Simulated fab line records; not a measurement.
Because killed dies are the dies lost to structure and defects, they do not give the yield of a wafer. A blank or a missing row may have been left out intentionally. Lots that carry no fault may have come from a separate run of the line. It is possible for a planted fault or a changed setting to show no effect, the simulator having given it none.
fab line records	flow n5Finfet
[record] lots = 15	wafers = 45	lastDay = 19
route steps=1938 shown BEOL_M3@947
lots untouched by any fault: they come from a run of this same line in which no faults occurred
startH: start of the lot's first displayed wafer, in hours after the record's first day	waitH: how many hours have passed since the lot's step before this one	" same as the row above	L1.1+2: one row covering several wafers at once	- no value, or no start given	* or withheld: withheld	< > ~ a bound
route shown NAME@n: a module of which the file shows steps, and the number in the route of the first	usual: the fault-free wafers' mean and standard deviation	same: alike in all rows	chamber/n: place in a boat	sites: per-site readings	_std_site: the values' standard deviation	_edge_site: inner sites' mean taken away from outer sites' mean	radiusMm: for every site, how far away it sits from the centre of the wafer	mask NAME#n: copy n	behind: the most recent tool/chamber to have shaped the wafer	hold: why the lot was held/for how many hours/how that ended	device: names the non-switching transistor (n, p or np)	end of line: the route-end tests of the same wafers	for a step that has no rows: nothing shown but its recipe	killed: count of dies lost to structure and defects at first sort (not the wafer's yield)	map: dies across one wafer; x = killed, . = not, _ = none there
set.NAME: the run value of the setting; set.NAME@STEP: its run value at that earlier step	model.NAME: the simulator's own value behind a step, which no gauge read
steps of the route over a sample of lots; a table a step, a row a wafer
services: when a tool's chamber went out of use (startH, in hours from the record's first day, below 0 if earlier), for how many hours, and the reason
[[steps]]
[step N5_BEOL_M3_DESCUM_16]
[recipe] chemistry = O2	timeS = 7	sourcePowerW = 50	biasPowerW = 20	pressureMtorr = 20	rfFrequencyHz = 2.712e+07	tempC = 40	resist = CAR-EUV	o2FlowSccm = 225
[usual] chamberPressureMTorr = 20.001/0.018	drypumpMotorCurrentA = 5.53/0.3	oesProductAu = 0.76/0.064	rfVppV = 243.0/1.5	showerheadPlenumPTorr = 2.08/0.075	throttleValvePct = 20.40/0.28
lot.wafer	tool	chamber	startH	waitH	chamberPressureMTorr	drypumpMotorCurrentA	oesProductAu	rfHoursCounterH	rfVppV	showerheadPlenumPTorr	throttleValvePct
L878.1	rieDiel-01	3	156.09	0.0	19.974	5.67	0.78	121	242.0	2.01	20.05
L878.4	"	1	"	"	20.000	5.58	0.72	203	244.4	2.16	20.46
L878.5	"	1	"	"	19.990	5.57	0.72	-	242.7	2.16	20.47
L879.1	rieDiel-01	0	157.42	0.0	19.972	5.07	0.84	67	243.8	2.12	20.62
L879.5	"	2	"	"	20.015	5.69	0.73	-	242.7	2.07	20.57
L879.6	"	1	"	"	20.003	5.60	0.72	-	245.3	2.16	20.47
L881.2	rieDiel-03	0	175.12	0.1	20.046	5.53	0.72	196	243.0	2.08	20.27
L881.5	"	3	"	"	19.983	5.68	0.70	-	243.2	2.07	20.72
L881.6	"	2	"	"	20.011	5.34	0.74	-	243.2	2.09	20.92
L886.1	rieDiel-01	2	216.23	0.1	19.970	5.68	0.71	222	243.3	2.07	20.59
L886.3	"	1	"	"	20.018	5.61	0.71	222	245.0	2.16	20.50
L886.5	"	1	"	"	19.992	5.58	0.72	-	244.6	2.16	20.48
L887.1	rieDiel-01	3	219.06	0.2	19.990	5.66	0.76	140	242.4	2.01	20.08
L887.2	"	1	"	"	19.981	5.59	0.71	223	244.5	2.16	20.51
L887.5	"	2	"	"	19.978	5.69	0.72	-	243.9	2.07	20.60
L889.1	rieDiel-03	2	219.07	0.1	19.995	5.30	0.73	178	242.2	2.09	20.94
L889.4	"	3	"	"	20.018	5.69	0.69	235	242.5	2.07	20.73
L889.5	"	2	"	"	20.032	5.32	0.73	-	242.2	2.09	20.94
L891.1	rieDiel-06	0	239.55	0.0	19.988	5.46	0.86	71	246.2	2.13	20.16
L891.2	"	3	"	"	20.029	5.07	0.71	231	241.2	1.98	20.48
L891.5	"	3	"	"	19.997	5.05	0.71	-	240.4	1.98	20.47
L890.1	rieDiel-03	3	239.72	0.0	19.995	5.70	0.69	241	242.4	2.07	20.75
L890.5	"	2	"	"	19.997	5.31	0.72	-	242.6	2.08	20.96
L890.6	"	1	"	"	19.979	5.23	0.76	-	241.7	1.92	20.16
L893.1	rieDiel-01	3	242.01	0.0	20.003	5.65	0.75	148	241.4	2.01	20.08
L893.4	"	1	"	"	20.007	5.60	0.70	231	244.7	2.15	20.50
L893.5	"	0	"	"	20.012	5.06	0.81	-	241.7	2.12	20.64
L892.1	rieDiel-06	3	243.53	0.3	20.011	5.06	0.70	232	241.7	1.98	20.47
L892.2	"	2	"	"	20.025	5.97	0.78	122	244.3	2.19	20.17
L892.5	"	2	"	"	19.994	5.96	0.77	-	244.5	2.19	20.17
L895.1	rieDiel-01	3	270.96	0.1	20.000	5.65	0.74	156	240.6	2.00	20.10
L895.3	"	1	"	"	19.993	5.61	0.69	240	245.8	2.15	20.52
L895.5	"	1	"	"	20.005	5.59	0.69	-	244.5	2.15	20.52
L896.3	rieDiel-06	3	271.67	0.2	20.001	5.08	0.71	239	240.9	1.98	20.47
L896.5	"	3	"	"	20.026	5.08	0.70	-	241.4	1.98	20.48
L896.6	"	1	"	"	19.988	6.00	0.85	-	243.4	2.12	20.17
L898.2	rieDiel-03	0	277.83	0.0	19.987	5.53	0.70	232	242.8	2.06	20.32
L898.5	"	1	"	"	19.978	5.24	0.75	-	240.6	1.91	20.18
L898.6	"	0	"	"	20.004	5.58	0.71	-	242.2	2.06	20.31
L899.1	rieDiel-06	2	286.68	0.0	20.008	5.97	0.76	131	245.3	2.19	20.18
L899.2	"	0	"	"	20.016	5.48	0.84	84	243.2	2.12	20.18
L899.3	"	1	"	"	19.995	5.97	0.85	60	243.6	2.12	20.17
L900.2	rieDiel-03	1	301.63	0.0	20.000	5.21	0.74	174	240.4	1.91	20.19
L900.4	"	3	"	"	20.019	5.69	0.96	4	243.0	2.06	20.40
L900.6	"	1	"	"	20.010	5.20	0.75	-	239.5	1.91	20.19
[step N5_BEOL_M3_STRIP_19]
[recipe] chemistry = O2	powerW = 400	tempC = 40	pressureMtorr = 30	rfFrequencyHz = 6e+07	biasPowerW = 0	overashFraction = 0.2	o2FlowSccm = 225
[usual] chamberPressureMTorr = 30.00/0.03	drypumpMotorCurrentA = 5.5/0.32	oesProductAu = 0.78/0.073	rfVppV = 3.6/0.51	showerheadPlenumPTorr = 2.09/0.073	throttleValvePct = 16.61/0.25
lot.wafer	tool	chamber	startH	waitH	chamberPressureMTorr	drypumpMotorCurrentA	oesProductAu	rfHoursCounterH	rfVppV	showerheadPlenumPTorr	throttleValvePct
L878.1	rieDiel-01	0	156.45	0.1	30.01	5.1	0.83	67	3.1	2.13	16.80
L878.4	"	3	"	"	30.07	5.7	0.77	122	3.3	2.02	16.34
L878.5	"	3	"	"	29.98	5.7	0.77	-	4.1	2.02	16.33
L879.1	rieDiel-01	0	157.77	0.1	30.02	5.1	0.85	67	3.3	2.13	16.82
L879.5	"	2	"	"	30.03	5.7	0.73	-	3.2	2.08	16.81
L879.6	"	1	"	"	30.01	5.6	0.72	-	3.0	2.17	16.75
L881.2	rieDiel-03	3	175.48	0.1	30.03	5.7	0.70	222	3.6	2.08	16.97
L881.5	"	3	"	"	30.03	5.7	0.70	-	3.8	2.08	16.99
L881.6	"	2	"	"	30.00	5.3	0.74	-	3.5	2.09	17.14
L886.1	rieDiel-03	2	216.63	0.1	29.99	5.3	0.73	177	3.6	2.09	17.15
L886.3	"	1	"	"	29.96	5.2	0.77	143	3.7	1.93	16.42
L886.5	"	3	"	"	29.99	5.7	0.69	-	3.8	2.07	17.00
L887.1	rieDiel-06	1	219.45	0.1	29.98	6.0	0.88	40	3.6	2.13	16.35
L887.2	"	0	"	"	30.06	5.4	0.87	64	3.6	2.13	16.38
L887.5	"	0	"	"	30.02	5.4	0.87	-	3.6	2.13	16.40
L889.1	rieDiel-06	1	219.49	0.1	30.00	6.0	0.88	40	3.2	2.13	16.35
L889.4	"	0	"	"	29.96	5.5	0.86	-	3.4	2.13	16.40
L889.5	"	1	"	"	30.05	6.0	0.89	-	3.2	2.13	16.36
L891.1	rieDiel-06	0	239.91	0.1	29.98	5.5	0.86	71	3.9	2.13	16.40
L891.2	"	2	"	"	30.01	6.0	0.77	120	3.3	2.20	16.41
L891.5	"	0	"	"	30.02	5.5	0.86	-	3.7	2.13	16.40
L890.1	rieDiel-06	1	240.08	0.1	30.04	6.0	0.88	48	3.6	2.13	16.39
L890.5	"	0	"	"	30.01	5.5	0.87	-	4.4	2.13	16.41
L890.6	"	3	"	"	30.01	5.1	0.71	-	2.5	1.98	16.74
L893.1	rieDiel-06	1	242.39	0.1	30.02	6.0	0.88	48	4.1	2.13	16.38
L893.4	"	3	"	"	29.99	5.1	0.71	232	4.0	1.98	16.74
L893.5	"	2	"	"	29.94	6.0	0.78	-	3.7	2.20	16.42
L892.1	rieDiel-06	2	243.94	0.1	30.01	6.0	0.78	122	4.2	2.20	16.42
L892.2	"	1	"	"	30.04	6.0	0.88	49	3.5	2.13	16.38
L892.5	"	1	"	"	30.02	6.0	0.88	-	3.5	2.13	16.37
L895.1	rieDiel-06	0	271.39	0.1	30.02	5.5	0.85	80	4.0	2.13	16.41
L895.3	"	1	"	"	29.99	5.9	0.87	57	3.3	2.13	16.40
L895.5	"	1	"	"	30.03	6.0	0.86	-	3.2	2.13	16.39
L896.3	rieDiel-03	1	272.03	0.1	30.02	5.2	0.75	164	3.6	1.92	16.48
L896.5	"	1	"	"	30.02	5.2	0.75	-	3.8	1.92	16.44
L896.6	"	0	"	"	29.98	5.6	0.70	-	3.8	2.07	16.62
L898.2	rieDiel-06	0	278.19	0.1	30.01	5.5	0.84	82	4.3	2.13	16.44
L898.5	"	1	"	"	29.98	6.0	0.86	-	4.0	2.13	16.39
L898.6	"	0	"	"	29.97	5.5	0.84	-	3.7	2.13	16.41
L899.1	rieDiel-03	0	287.03	0.1	29.97	5.6	0.69	235	4.4	2.07	16.62
L899.2	"	2	"	"	29.98	5.3	0.71	199	2.7	2.08	17.22
L899.3	"	1	"	"	30.01	5.2	0.74	169	3.7	1.92	16.47
L900.2	rieDiel-03	1	301.99	0.1	29.95	5.2	0.74	174	2.9	1.92	16.49
L900.4	"	2	"	"	29.98	5.2	0.71	204	3.6	2.08	17.22
L900.6	"	3	"	"	30.00	5.7	0.96	-	3.7	2.07	16.58
[step N5_BEOL_M3_DEVELOP_27]
[recipe] developTimeS = 30	developer = TMAH	resist = CAR-EUV	rinseLiquid = surfactantRinse	dry = airSpin	devTempC = 23
[usual] chillPlateTempC = 23.00/0.13	developTimeS = 30/0	exhaustPa = 44.9/0.83
lot.wafer	tool	chamber	startH	waitH	chillPlateTempC	developTimeS	exhaustPa
L878.1	lithoTrack-05	0	156.78	-	23.16	30	44.5
L878.4	"	0	"	"	23.02	30	44.7
L878.5	"	0	"	"	23.10	30	45.5
L879.1	lithoTrack-02	0	158.10	-	23.00	30	44.6
L879.5	"	0	"	"	22.92	30	45.1
L879.6	"	0	"	"	23.02	30	45.8
L881.2	lithoTrack-05	0	175.81	-	22.81	30	45.3
L881.5	"	0	"	"	22.82	30	44.9
L881.6	"	0	"	"	22.92	30	44.6
L886.1	lithoTrack-05	-	217.14	-	-	-	-
L886.3	"	-	"	"	-	-	-
L886.5	"	-	"	"	-	-	-
L887.1	lithoTrack-02	-	219.90	-	-	-	-
L887.2	"	-	"	"	-	-	-
L887.5	"	-	"	"	-	-	-
L889.1	lithoTrack-04	-	219.96	-	-	-	-
L889.4	"	-	"	"	-	-	-
L889.5	"	-	"	"	-	-	-
L891.1	lithoTrack-05	0	240.37	-	23.17	30	45.0
L891.2	"	0	"	"	23.10	30	43.9
L891.5	"	0	"	"	23.02	30	46.1
L890.1	lithoTrack-04	0	240.56	-	23.16	30	44.9
L890.5	"	0	"	"	23.21	30	43.9
L890.6	"	0	"	"	23.06	30	44.9
L893.1	lithoTrack-05	0	242.72	-	22.97	30	46.1
L893.4	"	0	"	"	22.94	30	46.6
L893.5	"	0	"	"	22.80	30	46.0
L892.1	lithoTrack-02	0	244.39	-	22.96	30	45.5
L892.2	"	0	"	"	23.07	30	45.4
L892.5	"	0	"	"	23.05	30	44.5
L895.1	lithoTrack-05	0	271.84	-	23.03	30	43.4
L895.3	"	0	"	"	22.92	30	46.1
L895.5	"	0	"	"	23.16	30	44.3
L896.3	lithoTrack-04	0	272.48	-	23.18	30	44.0
L896.5	"	0	"	"	23.10	30	44.1
L896.6	"	0	"	"	23.20	30	45.4
L898.2	lithoTrack-05	0	278.65	-	23.08	30	44.6
L898.5	"	0	"	"	22.96	30	44.4
L898.6	"	0	"	"	22.79	30	45.1
L899.1	lithoTrack-04	0	287.49	-	22.99	30	45.6
L899.2	"	0	"	"	23.09	30	44.6
L899.3	"	0	"	"	23.17	30	44.2
L900.2	lithoTrack-05	0	302.44	-	23.10	30	46.0
L900.4	"	0	"	"	23.09	30	45.5
L900.6	"	0	"	"	23.14	30	43.8
[step N5_BEOL_M3_OVL_MEAS_29]
[recipe] pointsPerWafer = 522
[usual] V2_OVL = -0.2/0.79
lot.wafer	tool	chamber	startH	waitH	V2_OVL[nm]
L878.1	overlay-01	0	156.87	0.0	0.5
L878.4	"	0	"	"	-0.4
L878.5	"	0	"	"	-0.1
L879.1	overlay-02	0	158.19	0.0	-0.4
L879.5	"	0	"	"	-0.3
L879.6	"	0	"	"	-0.6
L881.2	overlay-01	0	175.91	0.0	0.0
L881.5	"	0	"	"	-1.3
L881.6	"	0	"	"	0.3
L886.1	overlay-02	0	217.23	0.0	-
L886.3	"	0	"	"	-
L886.5	"	0	"	"	-
L887.1	overlay-01	0	219.99	0.0	-
L887.2	"	0	"	"	-
L887.5	"	0	"	"	-
L889.1	overlay-02	0	220.05	0.0	-
L889.4	"	0	"	"	-
L889.5	"	0	"	"	-
L891.1	overlay-01	0	240.46	0.0	-0.2
L891.2	"	0	"	"	-1.1
L891.5	"	0	"	"	-0.9
L890.1	overlay-01	0	240.65	0.0	-1.3
L890.5	"	0	"	"	-1.4
L890.6	"	0	"	"	-1.0
L893.1	overlay-01	0	242.81	0.0	-0.5
L893.4	"	0	"	"	-1.4
L893.5	"	0	"	"	-0.5
L892.1	overlay-01	0	244.48	0.0	0.2
L892.2	"	0	"	"	-0.1
L892.5	"	0	"	"	0.2
L895.1	overlay-02	0	271.93	0.0	0.4
L895.3	"	0	"	"	0.1
L895.5	"	0	"	"	0.3
L896.3	overlay-01	0	272.58	0.0	0.1
L896.5	"	0	"	"	-1.0
L896.6	"	0	"	"	0.4
L898.2	overlay-02	0	278.74	0.0	1.8
L898.5	"	0	"	"	0.8
L898.6	"	0	"	"	0.3
L899.1	overlay-01	0	287.58	0.0	-1.0
L899.2	"	0	"	"	-0.4
L899.3	"	0	"	"	-0.5
L900.2	overlay-02	0	302.54	0.0	1.1
L900.4	"	0	"	"	0.2
L900.6	"	0	"	"	1.2
[[services]]
tool	chamber	startH	hours	kind
rieDiel-01	0	135.30	1.6	repair
rieDiel-06	2	146.56	6.0	repair
rieDiel-03	2	152.31	9.3	repair
lithoTrack-02	-	164.78	-	consumableReplace:filter
rieDiel-03	1	174.66	6.3	repair
lithoTrack-02	-	183.85	-	consumableReplace:filter
rieDiel-01	0	210.39	10.2	repair
rieDiel-03	2	241.27	5.7	repair
rieDiel-03	3	244.60	9.1	repair
rieDiel-06	2	269.26	3.9	repair
rieDiel-03	3	274.20	-	clean
rieDiel-03	3	274.20	-	consumableReplace:focusRing
rieDiel-03	3	274.20	15.2	scheduledDown
rieDiel-03	3	274.20	15.2	ventCycle
rieDiel-01	0	275.92	17.7	repair
[[key]]
[firstSign] step = N5_BEOL_M3_DEVELOP_27	reading = toolRecord	direction = missing
effect none on later readings
metAt N5_BEOL_M3_DEVELOP_27
struckLots L886,L887,L889
laterRowsLeftOut L886.1,L886.3,L886.5,L887.1,L887.2,L887.5,L889.1,L889.4,L889.5
sortLeftOut L886.1,L886.3,L886.5,L887.1,L887.2,L887.5,L889.1,L889.4,L889.5
notActingAt N5_BEOL_M3_DESCUM_16,N5_BEOL_M3_STRIP_19,N5_BEOL_M3_OVL_MEAS_29
onsetBetween 175.81 217.14
[fault] kind = skippedStepWhole	tool = lithoTrack-02,lithoTrack-04,lithoTrack-05	chamber = -	onsetH = 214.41	steps = N5_BEOL_M3_DEVELOP_27	scope = struckLotsOnly
// sortLeftOut: the simulated sort isn't trusted on such a fault, so these wafers' sort isn't shown, and their yield isn't known
// laterRowsLeftOut: the simulator's readings of these wafers behind a module that went badly wrong aren't trusted and aren't shown, but for the sort
